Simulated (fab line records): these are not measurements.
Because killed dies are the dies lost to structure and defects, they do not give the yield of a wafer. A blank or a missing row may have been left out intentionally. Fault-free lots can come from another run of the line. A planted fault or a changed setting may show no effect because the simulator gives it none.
fab line records + flow nand_harc
record
- lots=14
- wafers=42
- last_day=25
route steps=1159 shown A_BLC@977 A_M0@1001
lots with no fault: from the same line, run without faults
start_h: start of the lot's first displayed wafer, in hours after the record's first day + wait_h: hours from the lot's prior step to this one + " unchanged from the row above + L1.1+2: one row covering several wafers at once + - no value present, or no start provided + * or withheld: withheld + < > ~ a bound
route shown NAME@n: NAME is a module with steps in the file, n the number in the route of the first one + usual: mean/standard deviation taken from wafers without a fault + same: alike in all rows + chamber/n: place in a boat + sites: each site's reading + _std_site: the values' standard deviation + _edge_site: mean of outer sites minus mean of inner sites + radius_mm: for every site, how far away it sits from the centre of the wafer + mask NAME#n: copy n + behind: the tool/chamber that last shaped the wafer + hold: why the lot went on hold/how many hours it stayed there/how the hold came to an end + device: names the non-switching transistor (n, p or np) + end of line: the same wafers' tests at the end of the route + where a step has no rows: the recipe by itself + killed: count of dies lost to structure and defects at first sort (not the wafer's yield) + map: dies across one wafer; x = killed, . = not, _ = none there
set.NAME: the run value of the setting; set.NAME@STEP: its run value at that earlier step + model.NAME: the simulator's own value behind a step, which no gauge read
one table for each step of the route and one row for each wafer, over a sample of lots
services: when a tool's chamber went out of use (start_h, in hours from the record's first day, below 0 if earlier), for how many hours, and the reason
## steps
# step NHARC_A_BLC_DESCUM_15
# recipe
- time_s=3
- o2_flow_sccm=200
- ar_flow_sccm=0
- bias_power_w=0
- chemistry=O2
# usual
- drypump_motor_current_A=5.7/0.37
- oes_product_au=1.001/0.0074
- rf_vpp_V=57.7/0.87
- showerhead_plenum_p_Torr=1.88/0.08
- throttle_valve_pct=11.310/0.0097
| lot.wafer | tool        | chamber | start_h | wait_h | drypump_motor_current_A | oes_product_au | rf_hours_counter_h | rf_vpp_V | showerhead_plenum_p_Torr | throttle_valve_pct |
|-----------|-------------|---------|---------|--------|-------------------------|----------------|--------------------|----------|--------------------------|--------------------|
| L624.4    | rie_diel-02 | 3       | 399.58  | 0.1    | 5.9                     | 1.005          | 6                  | 57.4     | 1.85                     | 11.315             |
| L624.5    | "           | 0       | "       | "      | 5.2                     | 1.002          | -                  | 57.8     | 1.84                     | 11.315             |
| L624.6    | "           | 1       | "       | "      | 5.8                     | 1.008          | -                  | 55.7     | 1.87                     | 11.330             |
| L625.3    | rie_diel-02 | 1       | 404.77  | 0.1    | 5.8                     | 0.989          | 8                  | 57.0     | 1.87                     | 11.317             |
| L625.6    | "           | 0       | "       | "      | 5.2                     | 0.998          | -                  | 56.9     | 1.84                     | 11.318             |
| L625.5    | "           | 1       | "       | "      | 5.8                     | 0.998          | -                  | 57.9     | 1.87                     | 11.323             |
| L626.1    | rie_diel-02 | 1       | 407.54  | 0.1    | 5.8                     | 1.008          | 9                  | 58.1     | 1.87                     | 11.291             |
| L626.4    | "           | 2       | "       | "      | 5.3                     | 1.006          | 8                  | 56.8     | 1.77                     | 11.319             |
| L626.6    | "           | 1       | "       | "      | 5.8                     | 0.998          | -                  | 57.3     | 1.87                     | 11.321             |
| L627.1    | rie_diel-09 | 3       | 418.99  | 0.1    | 6.3                     | 0.997          | 12                 | 58.2     | 2.06                     | 11.328             |
| L627.3    | "           | 1       | "       | "      | 5.1                     | 0.987          | 13                 | 58.7     | 1.99                     | 11.307             |
| L627.5    | "           | 2       | "       | "      | 5.7                     | 0.990          | -                  | 58.2     | 1.90                     | 11.320             |
| L629.1    | rie_diel-05 | 0       | 425.07  | 0.1    | 6.1                     | 1.002          | 28                 | 58.0     | 1.91                     | 11.322             |
| L629.2    | "           | 1       | "       | "      | 6.0                     | 1.004          | 20                 | 58.8     | 1.98                     | 11.313             |
| L629.6    | "           | 0       | "       | "      | 6.1                     | 1.013          | -                  | 58.0     | 1.91                     | 11.319             |
| L631.4    | rie_diel-02 | 1       | 429.61  | 0.1    | 5.8                     | 1.001          | 10                 | 56.7     | 1.87                     | 11.302             |
| L631.3    | "           | 2       | "       | "      | 5.3                     | 1.002          | 11                 | 58.0     | 1.77                     | 11.309             |
| L631.6    | "           | 0       | "       | "      | 5.2                     | 0.987          | -                  | 58.9     | 1.84                     | 11.312             |
| L630.1    | rie_diel-05 | 3       | 437.25  | 0.1    | 5.9                     | 0.987          | 37                 | 58.1     | 1.79                     | 11.307             |
| L630.2    | "           | 1       | "       | "      | 6.0                     | 0.993          | 24                 | 57.9     | 1.97                     | 11.312             |
| L630.3    | "           | 2       | "       | "      | 5.4                     | 1.005          | 36                 | 57.5     | 1.87                     | 11.291             |
| L632.4    | rie_diel-02 | 1       | 449.91  | 0.1    | 5.8                     | 1.002          | 13                 | 57.6     | 1.87                     | 11.312             |
| L632.1    | "           | 2       | "       | "      | 5.3                     | 1.003          | 14                 | 55.9     | 1.77                     | 11.323             |
| L632.5    | "           | 3       | "       | "      | 5.9                     | 1.018          | -                  | 57.5     | 1.85                     | 11.296             |
| L634.1    | rie_diel-02 | 3       | 458.51  | 0.1    | 5.9                     | 0.996          | 14                 | 57.3     | 1.85                     | 11.303             |
| L634.5    | "           | 3       | "       | "      | 5.9                     | 1.001          | -                  | 57.7     | 1.85                     | 11.331             |
| L634.4    | "           | 0       | "       | "      | 5.3                     | 0.994          | -                  | 58.4     | 1.84                     | 11.314             |
| L643.2    | rie_diel-02 | 2       | 503.46  | 0.1    | 5.3                     | 1.003          | 20                 | 56.4     | 1.77                     | 11.312             |
| L643.1    | "           | 3       | "       | "      | 6.0                     | 1.002          | 18                 | 56.8     | 1.85                     | 11.306             |
| L643.3    | "           | 1       | "       | "      | 5.8                     | 0.998          | 18                 | 56.6     | 1.87                     | 11.313             |
| L642.2    | rie_diel-09 | 2       | 516.77  | 0.1    | 5.7                     | 1.000          | 5                  | 58.4     | 1.90                     | 11.311             |
| L642.3    | "           | 3       | "       | "      | 6.2                     | 0.994          | 5                  | 58.5     | 2.06                     | 11.308             |
| L642.6    | "           | 3       | "       | "      | 6.2                     | 0.999          | -                  | 59.4     | 2.06                     | 11.321             |
| L639.3    | rie_diel-09 | 2       | 519.45  | 0.1    | 5.7                     | 0.994          | 6                  | 58.5     | 1.90                     | 11.311             |
| L639.1    | "           | 3       | "       | "      | 6.3                     | 1.004          | 6                  | 58.3     | 2.06                     | 11.312             |
| L639.6    | "           | 3       | "       | "      | 6.2                     | 1.000          | -                  | 59.5     | 2.06                     | 11.311             |
| L644.4    | rie_diel-02 | 3       | 520.17  | 0.1    | 5.9                     | 1.007          | 0                  | 57.4     | 1.85                     | 11.288             |
| L644.1    | "           | 2       | "       | "      | 5.3                     | 1.001          | 1                  | 57.3     | 1.77                     | 11.299             |
| L644.6    | "           | 0       | "       | "      | 5.2                     | 1.008          | -                  | 57.0     | 1.83                     | 11.304             |
| L647.1    | rie_diel-02 | 2       | 528.49  | 0.1    | 5.3                     | 0.997          | 2                  | 56.6     | 1.77                     | 11.320             |
| L647.2    | "           | 0       | "       | "      | 5.2                     | 1.010          | 2                  | 57.9     | 1.83                     | 11.326             |
| L647.6    | "           | 2       | "       | "      | 5.2                     | 0.997          | -                  | 57.4     | 1.77                     | 11.327             |
# step NHARC_A_BLC_ETCH_16
# recipe
- target_depth_a=390
- over_etch_frac=0.3
- time_s=65
- ion_energy_ev=80
- cf4_flow_sccm=150
- ar_flow_sccm=0
- rf_w=300
- bias_w=100
- chemistry=CF4
# usual
- drypump_motor_current_A=5.6/0.37
- oes_product_au=1.002/0.0073
- rf_vpp_V=150.8/1.2
- showerhead_plenum_p_Torr=1.74/0.067
- throttle_valve_pct=13.285/0.0089
| lot.wafer | tool        | chamber | start_h | wait_h | drypump_motor_current_A | oes_product_au | rf_hours_counter_h | rf_vpp_V | showerhead_plenum_p_Torr | throttle_valve_pct |
|-----------|-------------|---------|---------|--------|-------------------------|----------------|--------------------|----------|--------------------------|--------------------|
| L624.4    | rie_diel-02 | 1       | 399.66  | 0.1    | 5.8                     | 0.989          | 7                  | 150.9    | 1.73                     | 13.279             |
| L624.6    | "           | 2       | "       | "      | 5.3                     | 0.992          | -                  | 148.0    | 1.65                     | 13.297             |
| L624.5    | "           | 3       | "       | "      | 6.0                     | 0.999          | -                  | 150.0    | 1.72                     | 13.290             |
| L625.3    | rie_diel-02 | 1       | 404.86  | 0.1    | 5.8                     | 0.990          | 8                  | 151.6    | 1.73                     | 13.277             |
| L625.5    | "           | 3       | "       | "      | 5.9                     | 1.007          | -                  | 151.8    | 1.72                     | 13.290             |
| L625.6    | "           | 0       | "       | "      | 5.2                     | 0.997          | -                  | 149.6    | 1.70                     | 13.296             |
| L626.1    | rie_diel-02 | 2       | 407.63  | 0.1    | 5.3                     | 0.992          | 8                  | 150.3    | 1.65                     | 13.276             |
| L626.4    | "           | 3       | "       | "      | 5.9                     | 0.995          | 7                  | 150.9    | 1.72                     | 13.282             |
| L626.6    | "           | 1       | "       | "      | 5.8                     | 1.002          | -                  | 149.9    | 1.73                     | 13.273             |
| L627.1    | rie_diel-09 | 0       | 419.08  | 0.1    | 5.7                     | 0.996          | 12                 | 150.8    | 1.68                     | 13.284             |
| L627.3    | "           | 2       | "       | "      | 5.7                     | 0.990          | 13                 | 152.4    | 1.76                     | 13.276             |
| L627.5    | "           | 1       | "       | "      | 5.0                     | 0.992          | -                  | 152.2    | 1.84                     | 13.300             |
| L629.1    | rie_diel-05 | 3       | 425.18  | 0.1    | 6.0                     | 0.996          | 32                 | 148.8    | 1.66                     | 13.272             |
| L629.2    | "           | 1       | "       | "      | 6.0                     | 1.007          | 20                 | 152.6    | 1.82                     | 13.281             |
| L629.6    | "           | 3       | "       | "      | 5.9                     | 0.999          | -                  | 151.5    | 1.66                     | 13.280             |
| L631.4    | rie_diel-02 | 1       | 429.69  | 0.1    | 5.7                     | 0.993          | 10                 | 150.9    | 1.73                     | 13.284             |
| L631.3    | "           | 2       | "       | "      | 5.3                     | 0.994          | 11                 | 149.9    | 1.65                     | 13.288             |
| L631.6    | "           | 1       | "       | "      | 5.8                     | 0.995          | -                  | 151.0    | 1.73                     | 13.309             |
| L630.2    | rie_diel-05 | 1       | 437.39  | 0.1    | 6.0                     | 1.016          | 24                 | 152.6    | 1.82                     | 13.292             |
| L630.3    | "           | 3       | "       | "      | 5.9                     | 1.003          | 37                 | 149.4    | 1.66                     | 13.279             |
| L630.1    | "           | 0       | "       | "      | 6.1                     | 1.014          | 33                 | 150.6    | 1.76                     | 13.287             |
| L632.4    | rie_diel-02 | 1       | 449.97  | 0.1    | 5.8                     | 1.002          | 13                 | 149.8    | 1.73                     | 13.299             |
| L632.1    | "           | 3       | "       | "      | 5.9                     | 1.013          | 13                 | 150.7    | 1.72                     | 13.282             |
| L632.5    | "           | 1       | "       | "      | 5.8                     | 1.001          | -                  | 150.5    | 1.73                     | 13.291             |
| L634.1    | rie_diel-02 | 0       | 458.62  | 0.1    | 5.2                     | 1.002          | 15                 | 149.9    | 1.70                     | 13.297             |
| L634.4    | "           | 3       | "       | "      | 5.9                     | 1.003          | -                  | 149.9    | 1.72                     | 13.277             |
| L634.5    | "           | 2       | "       | "      | 5.3                     | 1.005          | -                  | 149.3    | 1.65                     | 13.277             |
| L643.2    | rie_diel-02 | 0       | 503.55  | 0.1    | 5.2                     | 1.013          | 20                 | 150.5    | 1.70                     | 13.274             |
| L643.3    | "           | 1       | "       | "      | 5.8                     | 1.015          | 18                 | 150.5    | 1.73                     | 13.286             |
| L643.1    | "           | 2       | "       | "      | 5.3                     | 1.003          | 20                 | 149.9    | 1.64                     | 13.287             |
| L642.2    | rie_diel-09 | 3       | 516.88  | 0.1    | 6.2                     | 0.999          | 5                  | 152.3    | 1.89                     | 13.281             |
| L642.3    | "           | 1       | "       | "      | 5.0                     | 0.999          | 6                  | 152.0    | 1.83                     | 13.272             |
| L642.6    | "           | 1       | "       | "      | 5.0                     | 1.006          | -                  | 151.4    | 1.83                     | 13.280             |
| L639.3    | rie_diel-09 | 3       | 519.56  | 0.1    | 6.3                     | 0.994          | 6                  | 153.5    | 1.89                     | 13.277             |
| L639.1    | "           | 1       | "       | "      | 5.0                     | 0.998          | 7                  | 151.6    | 1.83                     | 13.283             |
| L639.6    | "           | 2       | "       | "      | 5.7                     | 0.987          | -                  | 150.5    | 1.76                     | 13.294             |
| L644.4    | rie_diel-02 | 2       | 520.26  | 0.1    | 5.3                     | 0.997          | 1                  | 149.5    | 1.64                     | 13.294             |
| L644.1    | "           | 0       | "       | "      | 5.2                     | 1.013          | 0                  | 149.6    | 1.70                     | 13.272             |
| L644.6    | "           | 2       | "       | "      | 5.3                     | 1.009          | -                  | 149.4    | 1.65                     | 13.292             |
| L647.1    | rie_diel-02 | 3       | 528.58  | 0.1    | 5.9                     | 1.006          | 2                  | 152.0    | 1.71                     | 13.291             |
| L647.2    | "           | 0       | "       | "      | 5.2                     | 1.002          | 2                  | 150.4    | 1.70                     | 13.280             |
| L647.6    | "           | 2       | "       | "      | 5.3                     | 0.994          | -                  | 150.1    | 1.65                     | 13.281             |
# step NHARC_A_M0_EXPOSE_06
# recipe
- na=1.35
- target_cd_nm=80
- dose_mj=83.25
- mask_id=A_M0
# usual
- exposure_dose_mJ_cm2=83.25/0.079
- reticle_temp_C=23.00/0.11
| lot.wafer | tool            | chamber | start_h | wait_h | mask   | exposure_dose_mJ_cm2 | reticle_temp_C |
|-----------|-----------------|---------|---------|--------|--------|----------------------|----------------|
| L624.4    | arfi_scanner-02 | 0       | 406.12  | -      | A_M0#0 | 83.13                | 22.96          |
| L624.5    | "               | 0       | "       | "      | A_M0#0 | 83.25                | 22.93          |
| L624.6    | "               | 0       | "       | "      | A_M0#0 | 83.19                | 23.11          |
| L625.3    | arfi_scanner-02 | 0       | 408.51  | -      | A_M0#0 | 83.22                | 22.88          |
| L625.5    | "               | 0       | "       | "      | A_M0#0 | 83.30                | 22.88          |
| L625.6    | "               | 0       | "       | "      | A_M0#0 | 83.15                | 22.81          |
| L626.1    | arfi_scanner-01 | 0       | 411.35  | -      | A_M0#0 | 83.28                | 23.02          |
| L626.4    | "               | 0       | "       | "      | A_M0#0 | 83.31                | 22.88          |
| L626.6    | "               | 0       | "       | "      | A_M0#0 | 83.16                | 23.09          |
| L627.1    | arfi_scanner-02 | 0       | 427.79  | -      | A_M0#0 | 83.24                | 23.07          |
| L627.3    | "               | 0       | "       | "      | A_M0#0 | 83.25                | 23.11          |
| L627.5    | "               | 0       | "       | "      | A_M0#0 | 83.27                | 22.86          |
| L629.1    | arfi_scanner-01 | 0       | 428.87  | -      | A_M0#0 | 83.33                | 23.13          |
| L629.2    | "               | 0       | "       | "      | A_M0#0 | 83.30                | 23.05          |
| L629.6    | "               | 0       | "       | "      | A_M0#0 | 83.18                | 23.13          |
| L631.3    | arfi_scanner-02 | 0       | 433.36  | -      | A_M0#0 | 83.19                | 22.91          |
| L631.4    | "               | 0       | "       | "      | A_M0#0 | 83.24                | 22.96          |
| L631.6    | "               | 0       | "       | "      | A_M0#0 | 83.25                | 23.06          |
| L630.1    | arfi_scanner-02 | 0       | 441.44  | -      | A_M0#0 | 83.26                | 22.92          |
| L630.2    | "               | 0       | "       | "      | A_M0#0 | 83.27                | 23.00          |
| L630.3    | "               | 0       | "       | "      | A_M0#0 | 83.28                | 22.90          |
| L632.1    | arfi_scanner-03 | 0       | 460.34  | -      | A_M0#0 | 83.32                | 23.00          |
| L632.4    | "               | 0       | "       | "      | A_M0#0 | 83.49                | 22.90          |
| L632.5    | "               | 0       | "       | "      | A_M0#0 | 83.29                | 22.97          |
| L634.1    | arfi_scanner-02 | 0       | 463.14  | -      | A_M0#0 | 83.14                | 23.22          |
| L634.4    | "               | 0       | "       | "      | A_M0#0 | 83.23                | 22.99          |
| L634.5    | "               | 0       | "       | "      | A_M0#0 | 83.25                | 23.00          |
| L643.1    | arfi_scanner-01 | 0       | 507.22  | -      | A_M0#0 | 62.75                | 23.07          |
| L643.2    | "               | 0       | "       | "      | A_M0#0 | 62.72                | 22.97          |
| L643.3    | "               | 0       | "       | "      | A_M0#0 | 62.67                | 22.97          |
| L642.2    | arfi_scanner-03 | 0       | 524.54  | -      | A_M0#0 | 83.47                | 23.02          |
| L642.3    | "               | 0       | "       | "      | A_M0#0 | 83.30                | 22.98          |
| L642.6    | "               | 0       | "       | "      | A_M0#0 | 83.26                | 23.12          |
| L639.1    | arfi_scanner-01 | 0       | 524.94  | -      | A_M0#0 | 69.88                | 23.07          |
| L639.3    | "               | 0       | "       | "      | A_M0#0 | 70.03                | 22.75          |
| L639.6    | "               | 0       | "       | "      | A_M0#0 | 70.07                | 22.87          |
| L644.1    | arfi_scanner-03 | 0       | 527.83  | -      | A_M0#0 | 83.34                | 23.09          |
| L644.4    | "               | 0       | "       | "      | A_M0#0 | 83.32                | 23.00          |
| L644.6    | "               | 0       | "       | "      | A_M0#0 | 83.29                | 23.12          |
| L647.1    | arfi_scanner-03 | 0       | 532.44  | -      | A_M0#0 | 83.36                | 23.15          |
| L647.2    | "               | 0       | "       | "      | A_M0#0 | 83.33                | 23.24          |
| L647.6    | "               | 0       | "       | "      | A_M0#0 | 83.37                | 23.06          |
# step NHARC_A_M0_CD_MEAS_09
# recipe
- target_cd_nm=80
- landing_energy_ev=500
# usual
- cd_nm=80.1/0.51
| lot.wafer | tool      | chamber | start_h | wait_h | cd_nm |
|-----------|-----------|---------|---------|--------|-------|
| L624.4    | cd_sem-01 | 0       | 406.26  | -      | 79.7  |
| L624.5    | "         | 0       | "       | "      | 80.5  |
| L624.6    | "         | 0       | "       | "      | 80.8  |
| L625.3    | cd_sem-02 | 0       | 408.65  | -      | 80.6  |
| L625.5    | "         | 0       | "       | "      | 80.6  |
| L625.6    | "         | 0       | "       | "      | 80.1  |
| L626.1    | cd_sem-01 | 0       | 411.49  | -      | 80.0  |
| L626.4    | "         | 0       | "       | "      | 79.9  |
| L626.6    | "         | 0       | "       | "      | 80.3  |
| L627.1    | cd_sem-03 | 0       | 427.93  | -      | 79.2  |
| L627.3    | "         | 0       | "       | "      | 80.3  |
| L627.5    | "         | 0       | "       | "      | 79.7  |
| L629.1    | cd_sem-01 | 0       | 429.01  | -      | 79.4  |
| L629.2    | "         | 0       | "       | "      | 79.1  |
| L629.6    | "         | 0       | "       | "      | 79.5  |
| L631.3    | cd_sem-03 | 0       | 433.49  | -      | 81.0  |
| L631.4    | "         | 0       | "       | "      | 80.4  |
| L631.6    | "         | 0       | "       | "      | 80.6  |
| L630.1    | cd_sem-02 | 0       | 441.58  | -      | 80.3  |
| L630.2    | "         | 0       | "       | "      | 80.1  |
| L630.3    | "         | 0       | "       | "      | 80.3  |
| L632.1    | cd_sem-01 | 0       | 460.48  | -      | 79.9  |
| L632.4    | "         | 0       | "       | "      | 80.2  |
| L632.5    | "         | 0       | "       | "      | 80.5  |
| L634.1    | cd_sem-03 | 0       | 463.29  | -      | 80.3  |
| L634.4    | "         | 0       | "       | "      | 80.0  |
| L634.5    | "         | 0       | "       | "      | 79.9  |
| L643.1    | cd_sem-01 | 0       | 507.36  | -      | 62.0  |
| L643.2    | "         | 0       | "       | "      | 62.1  |
| L643.3    | "         | 0       | "       | "      | 62.2  |
| L642.2    | cd_sem-02 | 0       | 524.68  | -      | 79.4  |
| L642.3    | "         | 0       | "       | "      | 79.6  |
| L642.6    | "         | 0       | "       | "      | 78.9  |
| L639.1    | cd_sem-02 | 0       | 525.08  | -      | 69.1  |
| L639.3    | "         | 0       | "       | "      | 69.4  |
| L639.6    | "         | 0       | "       | "      | 69.5  |
| L644.1    | cd_sem-01 | 0       | 527.97  | -      | 79.8  |
| L644.4    | "         | 0       | "       | "      | 79.9  |
| L644.6    | "         | 0       | "       | "      | 80.2  |
| L647.1    | cd_sem-01 | 0       | 532.58  | -      | 80.6  |
| L647.2    | "         | 0       | "       | "      | 81.0  |
| L647.6    | "         | 0       | "       | "      | 81.3  |
# step NHARC_A_M0_INSPECT_11
# usual
- raw_defect_count=29/15
| lot.wafer | tool              | chamber | start_h | wait_h | raw_defect_count |
|-----------|-------------------|---------|---------|--------|------------------|
| L624.4    | defect_inspect-01 | -       | 406.38  | 0.0    | 24               |
| L624.5    | "                 | -       | "       | "      | 22               |
| L624.6    | "                 | -       | "       | "      | 19               |
| L625.3    | defect_inspect-01 | -       | 408.79  | 0.1    | 12               |
| L625.5    | "                 | -       | "       | "      | 10               |
| L625.6    | "                 | -       | "       | "      | 5                |
| L626.1    | defect_inspect-01 | -       | 411.63  | 0.0    | 19               |
| L626.4    | "                 | -       | "       | "      | 18               |
| L626.6    | "                 | -       | "       | "      | 21               |
| L627.1    | defect_inspect-02 | -       | 428.05  | 0.0    | 8                |
| L627.3    | "                 | -       | "       | "      | 10               |
| L627.5    | "                 | -       | "       | "      | 5                |
| L629.1    | defect_inspect-02 | -       | 429.15  | 0.0    | 42               |
| L629.2    | "                 | -       | "       | "      | 41               |
| L629.6    | "                 | -       | "       | "      | 20               |
| L631.3    | defect_inspect-02 | -       | 433.61  | 0.0    | 19               |
| L631.4    | "                 | -       | "       | "      | 16               |
| L631.6    | "                 | -       | "       | "      | 14               |
| L630.1    | defect_inspect-02 | -       | 441.71  | 0.0    | 29               |
| L630.2    | "                 | -       | "       | "      | 31               |
| L630.3    | "                 | -       | "       | "      | 25               |
| L632.1    | defect_inspect-02 | -       | 460.60  | 0.0    | 23               |
| L632.4    | "                 | -       | "       | "      | 29               |
| L632.5    | "                 | -       | "       | "      | 14               |
| L634.1    | defect_inspect-02 | -       | 463.42  | 0.0    | 14               |
| L634.4    | "                 | -       | "       | "      | 18               |
| L634.5    | "                 | -       | "       | "      | 17               |
| L643.1    | defect_inspect-01 | -       | 507.48  | 0.0    | 22               |
| L643.2    | "                 | -       | "       | "      | 21               |
| L643.3    | "                 | -       | "       | "      | 13               |
| L642.2    | defect_inspect-01 | -       | 524.80  | 0.0    | 51               |
| L642.3    | "                 | -       | "       | "      | 59               |
| L642.6    | "                 | -       | "       | "      | 57               |
| L639.1    | defect_inspect-01 | -       | 525.20  | 0.0    | 26               |
| L639.3    | "                 | -       | "       | "      | 29               |
| L639.6    | "                 | -       | "       | "      | 32               |
| L644.1    | defect_inspect-01 | -       | 528.10  | 0.0    | 64               |
| L644.4    | "                 | -       | "       | "      | 50               |
| L644.6    | "                 | -       | "       | "      | 55               |
| L647.1    | defect_inspect-01 | -       | 532.71  | 0.0    | 26               |
| L647.2    | "                 | -       | "       | "      | 19               |
| L647.6    | "                 | -       | "       | "      | 18               |
## services
| tool            | chamber | start_h | hours | kind   |
|-----------------|---------|---------|-------|--------|
| rie_diel-02     | 0       | 385.86  | -     | clean  |
| arfi_scanner-03 | -       | 407.80  | 26.0  | repair |
| rie_diel-02     | 1       | 416.22  | 11.6  | repair |
| arfi_scanner-02 | -       | 421.07  | 3.3   | repair |
| rie_diel-09     | 2       | 422.71  | 1.5   | repair |
| rie_diel-09     | 2       | 427.69  | 16.2  | repair |
| arfi_scanner-02 | -       | 428.02  | 4.0   | pm     |
| rie_diel-09     | -       | 431.10  | 9.0   | pm     |
| rie_diel-09     | 2       | 447.96  | 3.0   | repair |
| rie_diel-02     | 3       | 451.06  | 3.0   | repair |
| rie_diel-02     | 1       | 456.85  | 2.5   | repair |
| arfi_scanner-01 | -       | 461.86  | 0.5   | repair |
| arfi_scanner-03 | -       | 484.00  | 4.0   | pm     |
| rie_diel-02     | 0       | 492.53  | 2.7   | repair |
| rie_diel-09     | 3       | 494.63  | 7.9   | repair |
| rie_diel-02     | 1       | 495.84  | 4.4   | repair |
| rie_diel-09     | -       | 500.58  | 1.1   | repair |
| rie_diel-02     | -       | 504.86  | 9.0   | pm     |
| rie_diel-09     | 0       | 513.03  | 7.0   | repair |
| rie_diel-05     | 3       | 517.96  | 17.5  | repair |
| rie_diel-05     | -       | 518.01  | 9.0   | pm     |
| rie_diel-09     | 2       | 527.07  | 11.8  | repair |
| arfi_scanner-02 | -       | 529.64  | 2.5   | repair |
| arfi_scanner-02 | -       | 532.42  | 1.0   | repair |
## key
first_sign
- step=NHARC_A_M0_EXPOSE_06
- reading=exposure_dose_mJ_cm2
- direction=down
- sigmas=99+
- usual=83.25
- struck=66.35
effect
- step=NHARC_A_M0_CD_MEAS_09
- reading=cd_nm
- direction=down
- sigmas=28
- usual=80.1
- struck=65.7
- through=control_loop
met_at NHARC_A_M0_EXPOSE_06
struck_lots L639,L643
later_rows_left_out L643.1,L643.2,L643.3
sort_left_out L639.1,L639.3,L639.6,L643.1,L643.2,L643.3
loop_trim
- step=NHARC_A_M0_EXPOSE_06
- setting=dose
- lots=L639
not_acting_at NHARC_A_BLC_DESCUM_15,NHARC_A_BLC_ETCH_16,NHARC_A_M0_INSPECT_11
onset_between 428.87 507.22
fault
- kind=process_parameter_drift
- tool=arfi_scanner-01
- chamber=-
- onset_h=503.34
- steps=NHARC_A_M0_EXPOSE_06
- channel=dose_mj
- offset=-20.602
- shape=step
- acts_in=these_recipes_only
- stated=83.25
# sort_left_out: the simulated sort isn't trusted on such a fault, so these wafers' sort isn't shown, and their yield isn't known
# later_rows_left_out: the simulator's readings of these wafers behind a module that went badly wrong aren't trusted and aren't shown, but for the sort
# loop_trim: a control loop set the setting to another value than it would have without faults
